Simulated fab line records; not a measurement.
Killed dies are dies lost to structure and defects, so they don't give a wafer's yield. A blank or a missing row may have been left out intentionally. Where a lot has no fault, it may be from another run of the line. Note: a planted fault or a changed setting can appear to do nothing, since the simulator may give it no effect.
Problem report in the 8D (eight disciplines) form, filled by code :: flow n5_finfet :: the parts of the form that need people (team, actions taken, sign-off) are left out

== 1. WHAT IS WRONG ==
thk_nm at N5_SD_EPI_P_EPI_MEAS_23 reads a mean of 42.8 nm on 6 wafers of 2 lots; wafers without a fault read 61.1 nm with a standard deviation of 1.2. Relative to the usual mean, that is a shift of -15 standard deviations.
First observed at day 5 05:55: wafer L716.2, on film_metro-02. The record holds 12 wafers of 4 lots with a number at this step. By rule, "out" or "out of limits" means more than 4 standard deviations away from the usual mean. All remaining wafers that have a number are taken as sound.

== 2. WHAT THIS IS AND IS NOT ==
question: which readings at this step
is: thk_nm
is not: -

question: which lots
is: L716, L717
is not: L711, L731

question: which wafers of those lots
is: all that have a number
is not: -

question: read on which gauges
is: film_metro-02
is not: film_metro-01

question: when
is: from day 5 05:55
is not: up to then (3 sound wafers); but 3 sound wafers of L731 came after

== 3. THE SUSPECTS, EACH WITH WHAT RULES IT OUT ==
Counting: a tool at a process step up to the reading stays a suspect if it ran every lot that is out and no sound lot after the first of them.
- the gauge at N5_SD_EPI_P_EPI_MEAS_23 is ruled out. All the wafers that are out were read on film_metro-02, but those of them that N5_SD_ACTIVATION_RS_MEAS_03 has rows for are out there too, on other tools.
- epi_rpcvd-01 at N5_SD_EPI_P_EPI_21 (deposits SiGe:B, time 355 s): kept. All lots that are out passed through it, beginning with L716 at day 5 04:04, and no sound lot followed; its final sound lot before that point was L711 at day 3 21:48.
The count leaves epi_rpcvd-01 at N5_SD_EPI_P_EPI_21.

== 4. THE CAUSE (what the simulator had put in) ==
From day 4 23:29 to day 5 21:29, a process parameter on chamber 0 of epi_rpcvd-01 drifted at N5_SD_EPI_P_EPI_21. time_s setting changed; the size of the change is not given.
The count eliminated every tool but this one.

== 5. THE CHAIN OF EFFECTS, in route order ==
Each row: a reading whose mean over the struck wafers that have a number lies more than 3 standard deviations from the usual. Only readings for which the record gives a usual standard deviation are gone through. hours: the time from each lot's start at the first step in this table that gives one to its start at this step, as a median over the lots. sigmas: the change in usual standard deviations.
hours: 0
step: N5_SD_EPI_P_EPI_MEAS_23
reading: thk_nm
usual: 61.1 nm
on struck wafers: 42.8
change: -18.3
sigmas: -15

hours: 1
step: N5_SD_ACTIVATION_RS_MEAS_03
reading: RS_SD_P
usual: 55.8 ohm/sq
on struck wafers: 79.2
change: +23.4
sigmas: +33

hours: 151
step: N5_BEOL_M4_RC_MEAS_101
reading: ION_P
usual: 466 uA/um
on struck wafers: 434
change: -32
sigmas: -5.1

hours: 151
step: N5_BEOL_M4_RC_MEAS_101
reading: REXT_P
usual: 100.4 ohm.um
on struck wafers: 116.2
change: +15.8
sigmas: +7.5

hours: 151
step: N5_BEOL_M4_RC_MEAS_101
reading: RS_SD_P
usual: 65.6 ohm/sq
on struck wafers: 93.2
change: +27.6
sigmas: +31

hours: 151
step: N5_BEOL_M4_RC_MEAS_101
reading: VT_P
usual: -249 mV
on struck wafers: -263
change: -14
sigmas: -4.2

hours: 151
step: N5_BEOL_M4_RC_MEAS_101
reading: VT_P_LVT
usual: -98.3 mV
on struck wafers: -110.9
change: -12.6
sigmas: -4.5

hours: 252
step: N5_PASSIVATION_PROBE_49
reading: sort_n_pass
usual: 1076
on struck wafers: 981
change: -95
sigmas: -6.3

hours: 252
step: N5_PASSIVATION_PROBE_49
reading: sort_yield_pct
usual: 91.2 %
on struck wafers: 83.1
change: -8.1
sigmas: -6.2
Here are the process steps it includes:
- N5_PASSIVATION_PROBE_49

== 6. WHAT WOULD HAVE CAUGHT IT SOONER ==
The first out-of-limits reading at a measuring or inspecting step in this record came at day 5 05:55, 6 hours after the fault's start at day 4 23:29.
Tool readings at N5_SD_EPI_P_EPI_21 with a usual standard deviation given in the record: none out on any struck wafer, hence no alarm at a limit of 4 standard deviations on them.
Lots out: 2; of these, L717 started N5_SD_EPI_P_EPI_21 on epi_rpcvd-01 after day 5 05:55. Putting the tool on hold at that point would have spared it.
